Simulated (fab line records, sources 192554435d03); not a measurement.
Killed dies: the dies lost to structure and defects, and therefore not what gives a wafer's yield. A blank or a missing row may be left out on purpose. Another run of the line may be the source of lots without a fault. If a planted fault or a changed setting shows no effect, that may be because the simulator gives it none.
Chamber matching :: flow n5-finfet :: ald-sin-03 running N5_SPACER0_ALD_00: 4 sister chambers
The step deposits SiOCN, target thk 3.5 nm, pulse time 3 s, purge time 2 s. 4 wafers are shown with their chamber, then 11 later ones without.

WAFERS PAIRED WITH THEIR CHAMBERS
wafer: L088.6
chamber: 1
heater-power-w (W): 788

wafer: L090.2
chamber: 2
heater-power-w (W): 663

wafer: L090.6
chamber: 0
heater-power-w (W): 871

wafer: L093.1
chamber: 3
heater-power-w (W): 758

WAFERS MISSING THEIR CHAMBER
wafer: L093.5
heater-power-w (W): 882

wafer: L093.6
heater-power-w (W): 797

wafer: L095.2
heater-power-w (W): 844

wafer: L095.4
heater-power-w (W): 659

wafer: L095.5
heater-power-w (W): 807

wafer: L096.1
heater-power-w (W): 669

wafer: L096.3
heater-power-w (W): 856

wafer: L096.6
heater-power-w (W): 759

wafer: L097.3
heater-power-w (W): 757

wafer: L097.4
heater-power-w (W): 786

wafer: L097.6
heater-power-w (W): 682

CHAMBER TAKEN BY EACH
wafer: L093.5
from the rows above: 0
in truth: 0

wafer: L093.6
from the rows above: 1
in truth: 1

wafer: L095.2
from the rows above: 0
in truth: 0

wafer: L095.4
from the rows above: 2
in truth: 2

wafer: L095.5
from the rows above: 1
in truth: 1

wafer: L096.1
from the rows above: 2
in truth: 2

wafer: L096.3
from the rows above: 0
in truth: 0

wafer: L096.6
from the rows above: 3
in truth: 3

wafer: L097.3
from the rows above: 3
in truth: 3

wafer: L097.4
from the rows above: can't be placed: 1 or 3
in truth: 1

wafer: L097.6
from the rows above: 2
in truth: 2
Correct placement for 10 of the 11. Cannot be placed on the basis of these rows: 1; the candidates contain the true chamber in 1. 0 placed wrongly.
How it was worked out, from the rows above alone: a wafer's distance from a chamber is the root of the sum, over the readings, of the square of ((its reading less the chamber's mean) divided by the reading's scatter). If the next closest chamber is less than 2 further off than the closest, the wafer can't be placed; otherwise it belongs to the closest. Each chamber's mean is taken over the wafers shown for it. The scatter: root of mean squared gap, hidden wafer to nearest shown wafer, with one shown wafer a chamber.
